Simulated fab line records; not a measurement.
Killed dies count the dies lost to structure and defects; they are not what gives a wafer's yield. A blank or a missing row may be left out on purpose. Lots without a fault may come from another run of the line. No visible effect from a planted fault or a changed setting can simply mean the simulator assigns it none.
fab line records	flow n5Finfet	part 1 of 2: steps 1 to 23 of 38
record: lots: 5	wafers: 15	lastDay: 18
route steps=1938 shown BEOL_M11@1596 BEOL_M12@1602
lots that met no fault: from a run of the same line without faults
startH: start of the lot's first displayed wafer, in hours after the record's first day	waitH: hours elapsed since this lot's preceding step	" the same as in the row above	L1.1+2: a row that stands for several wafers	- no value, or no start was given	* or withheld: withheld	< > ~ a bound
route shown NAME@n: a module of which the file shows steps, and the number in the route of the first	usual: the fault-free wafers' mean and standard deviation	same: alike in all rows	chamber/n: place in a boat	sites: readings site by site	_std_site: standard deviation of those values	_edge_site: the outer-site mean with the inner-site mean subtracted	radiusMm: how far each site lies from the wafer's centre	mask NAME#n: copy n	behind: the tool/chamber that last shaped the wafer	hold: why the lot went on hold/how many hours it stayed there/how the hold came to an end	device: the transistor (n, p or np) that didn't switch	end of line: tests run on the same wafers once the route is complete	step lacking rows: just its recipe	killed: at the first sort, the dies lost to defects and structure; wafer yield is something else	map: a wafer's dies, x killed, . not, _ none there
set.NAME: the run value of the setting; set.NAME@STEP: its run value at that earlier step	model.NAME: the simulator's own value behind a step, which no gauge read
a table for each step, a row for each wafer; lots at some steps of the route
services: from which hour (startH, from the record's first day; less than 0 if before it) a tool's chamber was out of use, for how many hours, and why
== steps ==
step: N5_BEOL_M11_CMP_52
recipe: stopOn: SiCOH_lowk	tOverpolishS: 7	downForcePsi: 1	platenRpm: 50	clearingPlatenDownForcePsi: 1.5	clearingPlatenRpm: 50	postCmpClean: cuAlkaline	targetThkNm: 140	clearingPlatenPadVelocityMS: 0.99484	padVelocityMS: 0.99484
usual: barrierFieldEndpointS: 29.0/0.72	clearingPlatenDownForcePsi: 1.4999/0.0028	clearingPlatenRpm: 50.000/0.026	motorCurrentA: 6.2/0.71	overpolishRunS: 7.000/0.009	timeToEndpointS: 66.2/2.5
lot.wafer	tool	chamber	startH	waitH	barrierFieldEndpointS	clearingPlatenDownForcePsi	clearingPlatenRpm	motorCurrentA	overpolishRunS	timeToEndpointS
L075.3	cmp-01	2	258.64	0.2	28.0	1.4963	50.015	5.6	7.015	67.4
L075.2	"	3	"	"	27.6	1.4994	50.028	6.1	7.008	67.4
L075.4	"	0	"	"	28.5	1.5032	50.037	5.7	7.002	69.1
L076.2	cmp-01	2	268.01	0.2	27.5	1.5029	50.015	5.5	6.998	60.0
L076.5	"	2	"	"	28.6	1.4989	50.028	5.7	7.004	65.4
L076.6	"	3	"	"	28.3	1.4984	50.013	6.1	6.997	62.8
L085.3	cmp-03	2	326.68	0.3	28.9	1.5034	49.982	6.3	6.994	66.7
L085.2	"	3	"	"	28.5	1.4996	50.024	8.0	7.009	63.0
L085.5	"	1	"	"	29.0	1.5016	50.066	5.5	6.990	64.5
L094.2	cmp-04	2	362.71	0.2	28.8	1.4971	49.950	7.1	6.994	67.4
L094.3	"	0	"	"	28.9	1.5012	50.028	5.2	6.990	65.4
L094.5	"	2	"	"	29.9	1.4974	50.006	7.2	6.984	69.0
L097.3	cmp-01	1	379.80	0.2	29.0	1.4947	49.995	6.0	6.989	63.1
L097.2	"	2	"	"	29.4	1.5018	50.008	5.3	7.009	65.7
L097.5	"	2	"	"	29.5	1.5000	49.998	5.7	6.990	68.2
step: N5_BEOL_M11_THK_MEAS_53
recipe: thkMeasGauge: xrf	reads: Cu_of_BEOL_M11_ECD_50
usual: M11_THK: 141.1/2.1
lot.wafer	tool	chamber	startH	waitH	M11_THK[nm]
L075.2	filmMetro-02	-	258.89	-	140.3
L075.3	"	-	"	"	141.2
L075.4	"	-	"	"	138.9
L076.2	filmMetro-02	-	268.30	-	140.2
L076.5	"	-	"	"	139.6
L076.6	"	-	"	"	137.9
L085.2	filmMetro-02	-	326.90	-	141.7
L085.3	"	-	"	"	141.9
L085.5	"	-	"	"	140.1
L094.2	filmMetro-01	-	363.00	-	143.2
L094.3	"	-	"	"	140.7
L094.5	"	-	"	"	143.5
L097.2	filmMetro-02	-	380.10	-	138.0
L097.3	"	-	"	"	137.5
L097.5	"	-	"	"	141.9
step: N5_BEOL_M11_PRE_CLEAN_55
recipe: gas: NH3	timeS: 15	tempC: withheld	rfPowerW: 300
usual: rfFwdPowerW: 295.2/1.5
lot.wafer	tool	chamber	startH	waitH	rfFwdPowerW
L075.2	pecvd-04	2	258.93	0.0	296.3
L075.3	"	0	"	"	293.4
L075.4	"	2	"	"	296.2
L076.2	pecvd-04	0	268.34	0.0	293.9
L076.5	"	0	"	"	295.7
L076.6	"	2	"	"	294.5
L085.2	pecvd-03	2	326.94	0.0	293.9
L085.3	"	0	"	"	295.0
L085.5	"	0	"	"	295.3
L094.2	pecvd-04	2	363.04	0.0	295.9
L094.3	"	0	"	"	296.2
L094.5	"	1	"	"	293.7
L097.2	pecvd-03	0	380.14	0.0	294.8
L097.3	"	1	"	"	296.5
L097.5	"	0	"	"	294.7
step: N5_BEOL_M11_DEP_56
recipe: material: SiCN	targetThkA: 300	tempC: withheld	precursor: 3MS/NH3	pressureTorr: 3	rfW: 675	timeS: 10.5
usual: rfFwdPowerW: 666/3.1	showerheadPlenumPTorr: 4.160/0.017	throttleValvePct: 18.4/1.4
lot.wafer	tool	chamber	startH	waitH	rfFwdPowerW	showerheadPlenumPTorr	throttleValvePct
L075.2	pecvd-04	2	258.95	0.0	665	4.130	17.3
L075.3	"	0	"	"	670	4.164	20.6
L075.4	"	2	"	"	664	4.137	17.6
L076.2	pecvd-04	0	268.36	0.0	671	4.152	20.3
L076.5	"	0	"	"	671	4.167	20.4
L076.6	"	2	"	"	665	4.138	17.7
L085.2	pecvd-03	2	326.96	0.0	664	4.168	16.8
L085.3	"	0	"	"	670	4.172	18.0
L085.5	"	0	"	"	670	4.159	17.8
L094.2	pecvd-04	2	363.06	0.0	666	4.136	17.7
L094.3	"	0	"	"	667	4.162	20.6
L094.5	"	1	"	"	664	4.173	17.3
L097.2	pecvd-03	0	380.16	0.0	667	4.174	18.0
L097.3	"	1	"	"	668	4.185	19.4
L097.5	"	0	"	"	670	4.187	17.9
step: N5_BEOL_M11_RS_MEAS_57
recipe: thkMeasGauge: four-point-probe	reads: Cu_of_BEOL_M11_ECD_50+Co_of_BEOL_M11_CVD_75+TaN_of_BEOL_M11_ALD_74
usual: M11_RS: 0.1510/0.0024
lot.wafer	tool	chamber	startH	waitH	M11_RS[ohm/sq]
L075.2	filmMetro-01	-	259.02	0.0	0.1518
L075.3	"	-	"	"	0.1517
L075.4	"	-	"	"	0.1548
L076.2	filmMetro-01	-	268.43	0.0	0.1512
L076.5	"	-	"	"	0.1518
L076.6	"	-	"	"	0.1541
L085.2	filmMetro-01	-	327.03	0.0	0.1494
L085.3	"	-	"	"	0.1502
L085.5	"	-	"	"	0.1517
L094.2	filmMetro-01	-	363.13	0.0	0.1501
L094.3	"	-	"	"	0.1535
L094.5	"	-	"	"	0.1496
L097.2	filmMetro-01	-	380.22	0.0	0.1543
L097.3	"	-	"	"	0.1554
L097.5	"	-	"	"	0.1496
step: N5_BEOL_M11_INSPECT_58
recipe: inspectInstrument: darkfield	mode: postDep
usual: rawDefectCount: 62/21
lot.wafer	tool	chamber	startH	waitH	rawDefectCount
L075.2	defectInspect-01	-	259.04	0.0	76
L075.3	"	-	"	"	61
L075.4	"	-	"	"	48
L076.2	defectInspect-01	-	268.45	0.0	36
L076.5	"	-	"	"	106
L076.6	"	-	"	"	52
L085.2	defectInspect-02	-	327.05	0.0	75
L085.3	"	-	"	"	100
L085.5	"	-	"	"	56
L094.2	defectInspect-02	-	363.15	0.0	44
L094.3	"	-	"	"	60
L094.5	"	-	"	"	58
L097.2	defectInspect-02	-	380.25	0.0	54
L097.3	"	-	"	"	70
L097.5	"	-	"	"	55
step: N5_BEOL_M12_ILD_DEP_00
recipe: material: SiOC	targetThkA: 6589.2	tempC: 350	precursor: DEMS/O2	pressureTorr: 5	rfW: 500	timeS: 130.7
usual: heaterPowerW: 503/77	rfFwdPowerW: 498.1/1.5	showerheadPlenumPTorr: 5.694/0.013	throttleValvePct: 12.2/0.72
lot.wafer	tool	chamber	startH	waitH	heaterPowerW	rfFwdPowerW	showerheadPlenumPTorr	throttleValvePct
L075.2	pecvd-01	0	259.08	0.0	450	496.0	5.691	11.5
L075.3	"	1	"	"	461	496.5	5.704	12.1
L075.4	"	1	"	"	487	499.3	5.709	12.2
L076.2	pecvd-01	1	268.49	0.0	527	497.4	5.712	12.4
L076.5	"	1	"	"	465	495.8	5.707	12.5
L076.6	"	2	"	"	702	496.9	5.678	11.7
L085.2	pecvd-03	2	327.09	0.0	462	500.1	5.700	10.9
L085.3	"	0	"	"	580	496.6	5.706	11.7
L085.5	"	0	"	"	470	497.0	5.709	12.0
L094.2	pecvd-03	2	363.19	0.0	472	497.0	5.700	10.9
L094.3	"	0	"	"	495	499.2	5.713	11.6
L094.5	"	2	"	"	493	497.6	5.705	11.0
L097.2	pecvd-01	1	380.29	0.0	483	495.3	5.692	12.3
L097.3	"	0	"	"	487	495.8	5.676	11.8
L097.5	"	2	"	"	687	499.5	5.694	11.7
step: N5_BEOL_M12_THK_MEAS_01
recipe: reads: SiOC_of_BEOL_M12_ILD_DEP_00
usual: M12_ILD_THK: 658/8.1
lot.wafer	tool	chamber	startH	waitH	M12_ILD_THK[nm]
L075.2	filmMetro-01	-	259.21	0.1	656
L075.3	"	-	"	"	657
L075.4	"	-	"	"	669
L076.2	filmMetro-01	-	268.67	0.1	647
L076.5	"	-	"	"	655
L076.6	"	-	"	"	660
L085.2	filmMetro-01	-	327.22	0.1	661
L085.3	"	-	"	"	662
L085.5	"	-	"	"	673
L094.2	filmMetro-02	-	363.32	0.1	655
L094.3	"	-	"	"	659
L094.5	"	-	"	"	665
L097.2	filmMetro-01	-	380.42	0.1	654
L097.3	"	-	"	"	652
L097.5	"	-	"	"	660
step: N5_BEOL_M12_COAT_58
recipe: resist: BARC	tempC: 205	timeS: 60	spinRpm: 1500	resistThkNm: 89
lot.wafer	tool	chamber	startH	waitH
L075.2+3+4	lithoTrack-03	0	259.24	0.0
L076.2+5+6	lithoTrack-02	0	268.70	0.0
L085.2+3+5	lithoTrack-03	0	327.25	0.0
L094.2+3+5	lithoTrack-02	0	363.35	0.0
L097.2+3+5	lithoTrack-04	0	380.45	0.0
step: N5_BEOL_M12_COAT_04
recipe: spinRpm: 1625	resistThkNm: 400
lot.wafer	tool	chamber	startH	waitH
L075.2+3+4	lithoTrack-03	0	-	-
L076.2+5+6	lithoTrack-02	0	-	-
L085.2+3+5	lithoTrack-03	0	-	-
L094.2+3+5	lithoTrack-02	0	-	-
L097.2+3+5	lithoTrack-04	0	-	-
step: N5_BEOL_M12_EBR_06
recipe: solvent: PGMEA	ebrWidthMm: 1.5
lot.wafer	tool	chamber	startH	waitH
L075.2+3+4	lithoTrack-03	0	-	-
L076.2+5+6	lithoTrack-02	0	-	-
L085.2+3+5	lithoTrack-03	0	-	-
L094.2+3+5	lithoTrack-02	0	-	-
L097.2+3+5	lithoTrack-04	0	-	-
step: N5_BEOL_M12_SOFTBAKE_05
recipe: tempC: 130	timeS: 60
lot.wafer	tool	chamber	startH	waitH
L075.2+3+4	lithoTrack-03	0	-	-
L076.2+5+6	lithoTrack-02	0	-	-
L085.2+3+5	lithoTrack-03	0	-	-
L094.2+3+5	lithoTrack-02	0	-	-
L097.2+3+5	lithoTrack-04	0	-	-
step: N5_BEOL_M12_EXPOSE_07
recipe: maskId: V11	na: 0.93	sourceShape: conventional	sigmaOuter: 0.6	polarization: unpolarized	attpsmPhaseDeg: 180	doseMj: 32.5
lot.wafer	tool	chamber	startH	waitH	mask
L075.2+3+4	krfScanner-02	0	259.35	-	V11#0
L076.2+5+6	krfScanner-01	0	268.93	-	V11#0
L085.2+3+5	krfScanner-01	0	327.36	-	V11#0
L094.2+3+5	krfScanner-02	0	363.46	-	V11#0
L097.2+3+5	krfScanner-01	0	380.68	-	V11#0
step: N5_BEOL_M12_PEB_08
recipe: pebTempC: 130	pebTimeS: 90
lot.wafer	tool	chamber	startH	waitH
L075.2+3+4	lithoTrack-02	0	259.40	0.0
L076.2+5+6	lithoTrack-02	0	268.98	0.0
L085.2+3+5	lithoTrack-03	0	327.41	0.0
L094.2+3+5	lithoTrack-02	0	363.51	0.0
L097.2+3+5	lithoTrack-04	0	380.73	0.0
step: N5_BEOL_M12_DEVELOP_09
recipe: developTimeS: 45	rinseLiquid: diw	dry: airSpin	devTempC: 21
lot.wafer	tool	chamber	startH	waitH
L075.2+3+4	lithoTrack-02	0	-	-
L076.2+5+6	lithoTrack-02	0	-	-
L085.2+3+5	lithoTrack-03	0	-	-
L094.2+3+5	lithoTrack-02	0	-	-
L097.2+3+5	lithoTrack-04	0	-	-
step: N5_BEOL_M12_HARDBAKE_14
recipe: tempC: 130	timeS: 120
lot.wafer	tool	chamber	startH	waitH
L075.2+3+4	lithoTrack-02	0	-	-
L076.2+5+6	lithoTrack-02	0	-	-
L085.2+3+5	lithoTrack-03	0	-	-
L094.2+3+5	lithoTrack-02	0	-	-
L097.2+3+5	lithoTrack-04	0	-	-
step: N5_BEOL_M12_CD_MEAS_10
recipe: targetCdNm: 140	landingEnergyEv: 500	detector: seInlens	polarity: opening
usual: cdNm: 139.8/1.3
lot.wafer	tool	chamber	startH	waitH	cdNm
L075.2	cdSem-02	0	259.52	-	140.2
L075.3	"	0	"	"	139.1
L075.4	"	0	"	"	139.6
L076.2	cdSem-01	0	269.10	-	141.9
L076.5	"	0	"	"	141.2
L076.6	"	0	"	"	140.9
L085.2	cdSem-02	0	327.52	-	141.8
L085.3	"	0	"	"	141.0
L085.5	"	0	"	"	140.0
L094.2	cdSem-03	0	363.63	-	139.5
L094.3	"	0	"	"	139.5
L094.5	"	0	"	"	138.8
L097.2	cdSem-02	0	380.85	-	137.8
L097.3	"	0	"	"	139.0
L097.5	"	0	"	"	137.8
step: N5_BEOL_M12_OVL_MEAS_11
recipe: pointsPerWafer: 44
usual: V11_OVL: 0/5.4
lot.wafer	tool	chamber	startH	waitH	V11_OVL[nm]
L075.2	overlay-02	0	259.55	0.0	8
L075.3	"	0	"	"	2
L075.4	"	0	"	"	4
L076.2	overlay-01	0	269.13	0.0	-1
L076.5	"	0	"	"	3
L076.6	"	0	"	"	-9
L085.2	overlay-02	0	327.55	0.0	10
L085.3	"	0	"	"	8
L085.5	"	0	"	"	10
L094.2	overlay-02	0	363.66	0.0	-7
L094.3	"	0	"	"	-1
L094.5	"	0	"	"	2
L097.2	overlay-01	0	380.88	0.0	5
L097.3	"	0	"	"	10
L097.5	"	0	"	"	4
step: N5_BEOL_M12_INSPECT_12
recipe: mode: adi	inspectInstrument: macro
usual: rawDefectCount: 2.0/1.5
lot.wafer	tool	chamber	startH	waitH	rawDefectCount
L075.2	defectInspect-01	-	259.57	0.0	5
L075.3	"	-	"	"	3
L075.4	"	-	"	"	1
L076.2	defectInspect-01	-	269.15	0.0	2
L076.5	"	-	"	"	1
L076.6	"	-	"	"	1
L085.2	defectInspect-02	-	327.58	0.0	1
L085.3	"	-	"	"	1
L085.5	"	-	"	"	2
L094.2	defectInspect-02	-	363.68	0.0	0
L094.3	"	-	"	"	4
L094.5	"	-	"	"	3
L097.2	defectInspect-02	-	380.90	0.0	5
L097.3	"	-	"	"	4
L097.5	"	-	"	"	0
step: N5_BEOL_M12_DESCUM_15
recipe: chemistry: O2	timeS: 7.9	sourcePowerW: 50	biasPowerW: 20	pressureMtorr: 20	rfFrequencyHz: 2.712e+07	tempC: 40	o2FlowSccm: 225
usual: drypumpMotorCurrentA: 5.8/0.33	oesProductAu: 0.79/0.069	rfFwdPowerW: 49.33/0.23	rfVppV: 242.8/1.6	showerheadPlenumPTorr: 2.07/0.078	throttleValvePct: 20.44/0.28
lot.wafer	tool	chamber	startH	waitH	drypumpMotorCurrentA	oesProductAu	rfFwdPowerW	rfHoursCounterH	rfVppV	showerheadPlenumPTorr	throttleValvePct
L075.2	rieDiel-04	2	259.60	0.0	5.6	0.73	49.28	204	243.9	2.15	20.80
L075.3	"	1	"	"	6.3	0.83	48.88	59	245.1	2.20	20.32
L075.4	"	3	"	"	5.6	0.81	49.54	64	244.5	2.21	20.54
L076.2	rieDiel-01	3	269.19	0.0	5.7	0.75	49.30	156	241.7	2.01	20.70
L076.5	"	0	"	"	6.0	0.79	49.30	-	241.6	2.02	20.21
L076.6	"	3	"	"	5.7	0.75	49.30	-	242.4	2.01	20.68
L085.2	rieDiel-01	1	327.61	0.0	5.9	0.89	49.41	25	241.7	2.05	20.19
L085.3	"	0	"	"	6.1	0.76	49.35	155	241.8	2.01	20.24
L085.5	"	0	"	"	6.1	0.76	49.42	-	242.3	2.01	20.25
L094.2	rieDiel-04	3	363.71	0.0	5.6	0.77	49.68	101	244.9	2.20	20.58
L094.3	"	0	"	"	5.5	0.79	49.43	133	241.6	2.02	20.20
L094.5	"	2	"	"	5.6	0.71	49.20	-	243.9	2.13	20.87
L097.2	rieDiel-03	2	380.93	0.0	5.5	0.70	49.54	218	245.1	2.17	20.94
L097.3	"	1	"	"	6.3	0.82	49.47	87	241.6	2.02	20.10
L097.5	"	0	"	"	5.1	0.84	49.43	-	242.8	2.03	20.31
step: N5_BEOL_M12_ETCH_59
recipe: chemistry: N2/H2	target: BARC	targetDepthA: 890	overetchA: 267	timeS: 67.9	ionEnergyEv: 200	pressureMtorr: 30	sourceW: 840	biasW: 150	n2FlowSccm: 200	h2FlowSccm: 200
usual: drypumpMotorCurrentA: 5.8/0.33	oesProductAu: 0.67/0.056	rfFwdPowerW: 832.6/2.8	rfVppV: 523.3/2.8	showerheadPlenumPTorr: 2.52/0.097	throttleValvePct: 17.90/0.28
lot.wafer	tool	chamber	startH	waitH	drypumpMotorCurrentA	oesProductAu	rfFwdPowerW	rfHoursCounterH	rfVppV	showerheadPlenumPTorr	throttleValvePct
L075.2	rieDiel-04	2	259.64	0.0	5.6	0.63	829.2	204	526.9	2.62	18.26
L075.3	"	1	"	"	6.2	0.70	826.9	59	528.1	2.70	17.93
L075.4	"	3	"	"	5.7	0.70	839.2	64	527.8	2.68	17.88
L076.2	rieDiel-01	3	269.22	0.0	5.8	0.63	833.6	156	521.4	2.44	18.13
L076.5	"	0	"	"	6.0	0.67	830.3	-	521.9	2.44	17.67
L076.6	"	3	"	"	5.8	0.64	835.1	-	519.8	2.44	18.12
L085.2	rieDiel-01	1	327.65	0.0	5.9	0.76	832.1	25	522.5	2.50	17.55
L085.3	"	0	"	"	6.1	0.65	835.8	155	522.0	2.43	17.72
L085.5	"	0	"	"	6.1	0.66	832.4	-	521.7	2.43	17.71
L094.2	rieDiel-04	3	363.75	0.0	5.7	0.66	834.2	101	528.6	2.66	17.95
L094.3	"	0	"	"	5.5	0.67	834.1	133	521.6	2.44	17.61
L094.5	"	2	"	"	5.6	0.61	833.1	-	526.7	2.60	18.31
L097.2	rieDiel-03	2	380.97	0.0	5.5	0.62	832.4	218	525.7	2.62	18.28
L097.3	"	1	"	"	6.4	0.70	837.5	87	521.4	2.47	17.63
L097.5	"	0	"	"	5.1	0.72	834.5	-	521.8	2.48	17.85
step: N5_BEOL_M12_VIA_ETCH_16
recipe: chemistry: C4F8/O2/Ar	target: SiOC	pressureMtorr: 30	sourceW: 3000	biasW: 700	Ar_flow_sccm: 400	C4F8_flow_sccm: 15	O2_flow_sccm: 8	heInnerTorr: 15	heOuterTorr: 30	targetDepthA: 7248	timeS: withheld	ionEnergyEv: 250	ends: cleared
usual: drypumpMotorCurrentA: 5.8/0.33	oesProductAu: 0.71/0.063	rfFwdPowerW: 2990/9.1	rfVppV: 665/3.5	showerheadPlenumPTorr: 3.39/0.13	throttleValvePct: 24.2/0.3
lot.wafer	tool	chamber	startH	waitH	drypumpMotorCurrentA	oesProductAu	rfFwdPowerW	rfVppV	showerheadPlenumPTorr	throttleValvePct
L075.2	rieDiel-04	2	259.69	0.0	5.6	0.67	2986	668	3.52	24.7
L075.3	"	1	"	"	6.2	0.75	2984	669	3.62	24.3
L075.4	"	3	"	"	5.7	0.74	2984	671	3.61	24.4
L076.2	rieDiel-01	3	269.27	0.0	5.7	0.67	2978	661	3.28	24.4
L076.5	"	0	"	"	6.1	0.71	2992	662	3.28	23.8
L076.6	"	3	"	"	5.8	0.67	2987	663	3.28	24.4
L085.2	rieDiel-01	1	327.70	0.0	6.0	0.81	2973	666	3.34	23.9
L085.3	"	0	"	"	6.1	0.69	2990	661	3.27	23.9
L085.5	"	0	"	"	6.1	0.69	2989	662	3.27	23.8
L094.2	rieDiel-04	3	363.80	0.0	5.6	0.70	2998	670	3.59	24.5
L094.3	"	0	"	"	5.5	0.71	2987	662	3.30	23.9
L094.5	"	2	"	"	5.6	0.63	3001	668	3.50	24.7
L097.2	rieDiel-03	2	381.02	0.0	5.5	0.64	2991	668	3.51	24.6
L097.3	"	1	"	"	6.4	0.73	2993	662	3.32	23.9
L097.5	"	0	"	"	5.1	0.75	2989	663	3.32	24.1
step: N5_BEOL_M12_STRIP_63
recipe: chemistry: N2/H2	powerW: 1000	tempC: 250	h2Frac: 0.65	overashFraction: 0.3	pressureMtorr: 1000	n2FlowSccm: 1750	h2FlowSccm: 3250
usual: drypumpMotorCurrentA: 5.4/0.48	heaterPowerW: 335/22	oesProductAu: 0.693/0.0043	stripTimeToEndpointS: 42.7/0.77
lot.wafer	tool	chamber	startH	waitH	drypumpMotorCurrentA	heaterPowerW	oesProductAu	rfHoursCounterH	stripTimeToEndpointS
L075.2	plasmaAsher-01	1	259.89	-	6.0	359	0.691	74	42.9
L075.3	"	1	"	"	6.0	370	0.690	-	42.7
L075.4	"	0	"	"	4.9	323	0.694	-	41.9
L076.2	plasmaAsher-02	1	269.47	-	5.0	341	0.690	123	42.6
L076.5	"	1	"	"	5.0	347	0.691	-	42.7
L076.6	"	0	"	"	5.7	297	0.688	-	41.5
L085.2	plasmaAsher-02	0	327.90	-	5.7	298	0.697	134	42.3
L085.3	"	1	"	"	5.0	344	0.693	-	42.4
L085.5	"	0	"	"	5.7	298	0.694	-	41.5
L094.2	plasmaAsher-01	0	364.01	-	4.9	322	0.688	95	43.9
L094.3	"	0	"	"	4.9	324	0.696	-	42.8
L094.5	"	0	"	"	4.9	326	0.688	-	42.6
L097.2	plasmaAsher-01	0	381.22	-	4.9	325	0.696	102	43.2
L097.3	"	1	"	"	6.0	357	0.693	-	43.1
L097.5	"	0	"	"	4.9	334	0.700	-	42.5
